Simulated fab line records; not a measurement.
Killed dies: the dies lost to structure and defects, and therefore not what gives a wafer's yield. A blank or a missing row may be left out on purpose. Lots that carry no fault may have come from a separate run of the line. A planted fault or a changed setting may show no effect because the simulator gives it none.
Which tool did it? + flow n5Finfet + Sampling: 24 lots, 72 wafers, 5 of 1938 route steps

## WHAT THE GAUGES SHOWED, per wafer
N5_DUMMY_GATE_CD_MEAS_24: target cd 15 nm.
| lot  | measured    | on       | cdNm (nm)      |
|------|-------------|----------|----------------|
| L074 | day 2 22:01 | cdSem-01 | 15.4 15.6 15.2 |
| L075 | day 3 05:59 | cdSem-01 | 15.6 15.7 15.1 |
| L076 | day 3 13:29 | cdSem-03 | 15.1 14.7 14.6 |
| L077 | day 3 19:13 | cdSem-03 | 15.0 15.0 15.3 |
| L078 | day 4 03:16 | cdSem-02 | 14.7 14.6 15.1 |
| L079 | day 4 11:28 | cdSem-02 | 14.4 14.8 14.2 |
| L080 | day 4 12:16 | cdSem-03 | 14.7 15.1 14.4 |
| L081 | day 4 17:02 | cdSem-02 | 15.3 15.7 15.6 |
| L082 | day 4 23:23 | cdSem-01 | 15.6 15.4 14.9 |
| L083 | day 5 03:45 | cdSem-01 | 15.1 14.7 14.5 |
| L084 | day 5 12:52 | cdSem-03 | 15.6 15.4 15.5 |
| L085 | day 5 17:29 | cdSem-03 | 14.2 14.9 14.8 |
| L086 | day 6 01:39 | cdSem-02 | 14.6 15.4 15.0 |
| L087 | day 6 09:32 | cdSem-02 | 15.1 15.8 15.2 |
| L088 | day 6 12:24 | cdSem-01 | 15.1 14.9 14.6 |
| L089 | day 6 18:18 | cdSem-01 | 15.3 15.8 15.5 |
| L090 | day 6 23:50 | cdSem-02 | 15.3 15.0 14.8 |
| L091 | day 7 05:02 | cdSem-01 | 14.8 15.1 15.6 |
| L092 | day 7 09:31 | cdSem-03 | 15.3 15.0 15.4 |
| L093 | day 7 17:34 | cdSem-02 | 15.3 14.7 14.9 |
| L094 | day 7 23:04 | cdSem-03 | 14.8 15.3 15.2 |
| L095 | day 8 07:47 | cdSem-01 | 14.5 15.2 14.2 |
| L096 | day 8 10:38 | cdSem-02 | 14.6 14.9 15.9 |
| L097 | day 8 18:52 | cdSem-03 | 15.2 14.7 14.5 |

N5_ILD0_THK_MEAS_13.
| lot  | measured    | on           | thkNm (nm)     |
|------|-------------|--------------|----------------|
| L074 | day 3 15:17 | filmMetro-01 | 19.6 19.0 19.3 |
| L075 | day 3 22:41 | filmMetro-02 | 16.7 18.5 19.2 |
| L076 | day 4 06:37 | filmMetro-02 | 19.1 19.1 19.4 |
| L077 | day 4 12:29 | filmMetro-01 | 16.6 17.5 19.2 |
| L078 | day 4 22:59 | filmMetro-02 | 19.4 19.6 18.9 |
| L079 | day 5 05:48 | filmMetro-01 | 16.4 16.9 16.5 |
| L080 | day 5 06:35 | filmMetro-01 | 17.9 18.8 18.1 |
| L081 | day 5 11:53 | filmMetro-01 | 17.7 17.6 16.3 |
| L082 | day 5 17:52 | filmMetro-01 | 17.2 17.3 17.7 |
| L083 | day 6 00:05 | filmMetro-01 | 18.3 17.1 18.2 |
| L084 | day 6 05:44 | filmMetro-01 | 18.1 17.6 16.9 |
| L085 | day 6 10:53 | filmMetro-02 | 18.3 17.3 17.4 |
| L086 | day 6 18:13 | filmMetro-02 | 19.8 19.1 18.3 |
| L087 | day 7 03:12 | filmMetro-01 | 16.4 17.1 17.2 |
| L088 | day 7 06:10 | filmMetro-02 | 17.3 17.4 17.0 |
| L089 | day 7 11:29 | filmMetro-01 | 17.0 16.8 17.7 |
| L090 | day 7 17:10 | filmMetro-01 | 18.8 16.7 17.3 |
| L091 | day 7 22:29 | filmMetro-01 | 18.4 18.1 16.6 |
| L092 | day 8 03:52 | filmMetro-01 | 18.7 17.5 17.4 |
| L093 | day 8 10:02 | filmMetro-01 | 16.0 17.2 17.1 |
| L094 | day 8 16:32 | filmMetro-01 | 17.9 16.5 16.9 |
| L095 | day 9 03:05 | filmMetro-01 | 16.4 19.5 17.2 |
| L096 | day 9 04:49 | filmMetro-02 | 18.1 18.0 16.7 |
| L097 | day 9 13:38 | filmMetro-02 | 17.6 16.2 18.1 |

N5_SDB_OVL_MEAS_12.
| lot  | measured    | on         | SDB_OVL (nm)   |
|------|-------------|------------|----------------|
| L074 | day 3 15:43 | overlay-02 | -1.6 -1.0 -1.2 |
| L075 | day 3 23:16 | overlay-02 | -0.8 -0.4 -1.0 |
| L076 | day 4 07:11 | overlay-01 | 1.1 0.8 1.3    |
| L077 | day 4 12:54 | overlay-02 | 1.2 1.1 0.6    |
| L078 | day 4 23:31 | overlay-01 | 0.8 0.5 0.1    |
| L079 | day 5 06:20 | overlay-02 | 0.1 0.4 0.4    |
| L080 | day 5 07:08 | overlay-02 | -0.3 0.3 0.5   |
| L081 | day 5 12:26 | overlay-02 | 0.4 0.9 0.3    |
| L082 | day 5 18:17 | overlay-02 | -0.2 0.9 0.4   |
| L083 | day 6 00:38 | overlay-01 | 1.1 -0.2 0.0   |
| L084 | day 6 06:19 | overlay-02 | 0.1 -0.5 -0.9  |
| L085 | day 6 11:26 | overlay-01 | 0.4 0.5 0.5    |
| L086 | day 6 18:45 | overlay-02 | 0.6 0.6 1.0    |
| L087 | day 7 03:37 | overlay-02 | -0.3 1.9 0.5   |
| L088 | day 7 06:43 | overlay-01 | 0.6 0.2 -0.5   |
| L089 | day 7 11:55 | overlay-02 | 0.4 0.3 0.1    |
| L090 | day 7 17:43 | overlay-02 | -0.3 -0.4 -0.4 |
| L091 | day 7 23:02 | overlay-02 | 0.1 -0.8 -0.6  |
| L092 | day 8 04:17 | overlay-02 | -0.1 1.0 0.1   |
| L093 | day 8 10:34 | overlay-02 | 0.9 1.1 1.2    |
| L094 | day 8 17:05 | overlay-02 | 1.0 0.3 1.8    |
| L095 | day 9 03:31 | overlay-01 | -0.2 0.2 -0.6  |
| L096 | day 9 05:23 | overlay-02 | -0.2 0.9 0.3   |
| L097 | day 9 14:11 | overlay-02 | 0.6 0.3 0.0    |

## WHICH TOOL RAN EACH LOT (tool, then ch and the chambers of the sampled wafers, then the start)
| lot  | N5_DUMMY_GATE_ALD_02            | N5_SD_EPI_P_STRIP_40               |
|------|---------------------------------|------------------------------------|
| L074 | aldSin-04 ch 0,2,3, day 2 12:39 | plasmaAsher-02 ch 0,1, day 3 05:16 |
| L075 | aldSin-01 ch 1,3, day 2 20:34   | plasmaAsher-02 ch 0,1, day 3 12:45 |
| L076 | aldSin-02 ch 1,3, day 3 03:52   | plasmaAsher-02 ch 1, day 3 20:30   |
| L077 | aldSin-04 ch 1,2,3, day 3 09:48 | plasmaAsher-02 ch 0,1, day 4 02:16 |
| L078 | aldSin-02 ch 1,3, day 3 14:13   | plasmaAsher-02 ch 0,1, day 4 10:34 |
| L079 | aldSin-02 ch 0,1,3, day 3 21:28 | plasmaAsher-01 ch 1, day 4 18:44   |
| L080 | aldSin-04 ch 0,1,3, day 4 02:28 | plasmaAsher-02 ch 0,1, day 4 19:26 |
| L081 | aldSin-04 ch 0,3, day 4 07:37   | plasmaAsher-01 ch 0, day 5 01:02   |
| L082 | aldSin-01 ch 0,1,2, day 4 13:46 | plasmaAsher-02 ch 0,1, day 5 07:23 |
| L083 | aldSin-01 ch 0,2, day 4 18:23   | plasmaAsher-02 ch 0,1, day 5 12:49 |
| L084 | aldSin-01 ch 0,1,3, day 5 03:30 | plasmaAsher-02 ch 0,1, day 5 19:40 |
| L085 | aldSin-02 ch 0,2,3, day 5 07:57 | plasmaAsher-02 ch 0,1, day 6 00:38 |
| L086 | aldSin-02 ch 0,2,3, day 5 16:08 | plasmaAsher-02 ch 0,1, day 6 08:10 |
| L087 | aldSin-01 ch 0,3, day 6 00:02   | plasmaAsher-01 ch 0, day 6 16:57   |
| L088 | aldSin-04 ch 2,3, day 6 03:01   | plasmaAsher-01 ch 0,1, day 6 19:48 |
| L089 | aldSin-02 ch 0,2,3, day 6 08:43 | plasmaAsher-02 ch 0,1, day 7 01:09 |
| L090 | aldSin-02 ch 0,1,2, day 6 14:18 | plasmaAsher-01 ch 0,1, day 7 06:37 |
| L091 | aldSin-02 ch 1,2,3, day 6 19:20 | plasmaAsher-01 ch 0,1, day 7 12:26 |
| L092 | aldSin-01 ch 0,1,2, day 7 00:07 | plasmaAsher-02 ch 0,1, day 7 17:59 |
| L093 | aldSin-01 ch 0,1,2, day 7 06:36 | plasmaAsher-01 ch 0,1, day 8 00:05 |
| L094 | aldSin-02 ch 0,1, day 7 13:42   | plasmaAsher-01 ch 0, day 8 05:58   |
| L095 | aldSin-02 ch 2,3, day 7 20:19   | plasmaAsher-01 ch 0,1, day 8 15:41 |
| L096 | aldSin-02 ch 0,1,3, day 8 01:08 | plasmaAsher-01 ch 0,1, day 8 18:23 |
| L097 | aldSin-01 ch 0,2,3, day 8 06:38 | plasmaAsher-01 ch 0,1, day 9 03:00 |
- N5_DUMMY_GATE_ALD_02: deposits SiO2, target thk 2 nm, pulse time 1 s.
- N5_SD_EPI_P_STRIP_40: strips in N2/H2.

## AS READ BY THE TOOLS THEMSELVES (means over the sampled wafers that have a number; for cases with no such wafer, the mark the record gives instead)
N5_DUMMY_GATE_ALD_02.
| lot  | tool      | heaterPowerOuterW (W) | heaterPowerW (W) | precursorPulseHeightRel |
|------|-----------|-----------------------|------------------|-------------------------|
| L074 | aldSin-04 | 295                   | 507              | 1.007                   |
| L075 | aldSin-01 | 246                   | 451              | 1.014                   |
| L076 | aldSin-02 | 294                   | 511              | 0.995                   |
| L077 | aldSin-04 | 268                   | 462              | 1.004                   |
| L078 | aldSin-02 | 298                   | 499              | 1.000                   |
| L079 | aldSin-02 | 261                   | 474              | 1.012                   |
| L080 | aldSin-04 | 281                   | 498              | 1.006                   |
| L081 | aldSin-04 | 308                   | 533              | 0.991                   |
| L082 | aldSin-01 | 268                   | 480              | 0.994                   |
| L083 | aldSin-01 | 269                   | 463              | 0.998                   |
| L084 | aldSin-01 | 259                   | 465              | 0.998                   |
| L085 | aldSin-02 | 252                   | 439              | 0.990                   |
| L086 | aldSin-02 | 257                   | 452              | 0.986                   |
| L087 | aldSin-01 | 241                   | 459              | 1.001                   |
| L088 | aldSin-04 | 272                   | 479              | 1.003                   |
| L089 | aldSin-02 | 253                   | 444              | 1.002                   |
| L090 | aldSin-02 | 251                   | 438              | 1.005                   |
| L091 | aldSin-02 | 279                   | 462              | 1.000                   |
| L092 | aldSin-01 | 272                   | 482              | 1.001                   |
| L093 | aldSin-01 | 268                   | 483              | 1.005                   |
| L094 | aldSin-02 | 246                   | 450              | 1.002                   |
| L095 | aldSin-02 | 275                   | 470              | 0.992                   |
| L096 | aldSin-02 | 249                   | 446              | 1.001                   |
| L097 | aldSin-01 | 257                   | 463              | 1.015                   |

N5_SD_EPI_P_STRIP_40.
| lot  | tool           | drypumpMotorCurrentA (A) | heaterPowerW (W) | oesProductAu (a.u.) |
|------|----------------|--------------------------|------------------|---------------------|
| L074 | plasmaAsher-02 | 5.0                      | 332              | 0.777               |
| L075 | plasmaAsher-02 | 5.3                      | 335              | 0.755               |
| L076 | plasmaAsher-02 | 5.6                      | 338              | 0.760               |
| L077 | plasmaAsher-02 | 5.3                      | 336              | 0.762               |
| L078 | plasmaAsher-02 | 5.1                      | 331              | 0.759               |
| L079 | plasmaAsher-01 | 6.0                      | 330              | 0.753               |
| L080 | plasmaAsher-02 | 5.3                      | 331              | 0.776               |
| L081 | plasmaAsher-01 | 6.2                      | 418              | 0.756               |
| L082 | plasmaAsher-02 | 5.3                      | 339              | 0.772               |
| L083 | plasmaAsher-02 | 5.1                      | 331              | 0.770               |
| L084 | plasmaAsher-02 | 5.1                      | 335              | 0.773               |
| L085 | plasmaAsher-02 | 5.3                      | 337              | 0.768               |
| L086 | plasmaAsher-02 | 5.1                      | 327              | 0.753               |
| L087 | plasmaAsher-01 | 6.3                      | 431              | 0.762               |
| L088 | plasmaAsher-01 | 6.2                      | 396              | 0.762               |
| L089 | plasmaAsher-02 | 5.1                      | 332              | 0.737               |
| L090 | plasmaAsher-01 | 6.1                      | 357              | 0.761               |
| L091 | plasmaAsher-01 | 6.1                      | 353              | 0.759               |
| L092 | plasmaAsher-02 | 5.3                      | 339              | 0.756               |
| L093 | plasmaAsher-01 | 6.2                      | 393              | 0.761               |
| L094 | plasmaAsher-01 | 6.2                      | 420              | 0.757               |
| L095 | plasmaAsher-01 | 6.2                      | 387              | 0.773               |
| L096 | plasmaAsher-01 | 6.2                      | 392              | 0.756               |
| L097 | plasmaAsher-01 | 6.1                      | 362              | 0.758               |

## THE ANSWER, worked out from the rows above alone
Rule: the lots themselves supply what counts as usual. Put in order of their means at a reading, lots are off if they are a third of the lots or fewer, leave a main group of 4 or more, and stand apart from it by a gap of 3 or more times the standard deviation of the main group's means; of several such gaps the widest counts. If all means in a main group match to the digits the tables above print for the reading, that group is not used. A lot without any number at a reading at which 4 lots or more have one is off too. Where the step has rows for the other lots, those lots are counted as sound. After the gauges, taken in route order, come the tools' own readings; for these a lot's mean is taken, as printed above. The first step at which some lot is off is used, and at that step the reading that is off furthest; a lot without a number counts as furthest.
None of the lots is off at any reading shown; this tells nothing.

## WHAT THE SIMULATOR HAD INSERTED
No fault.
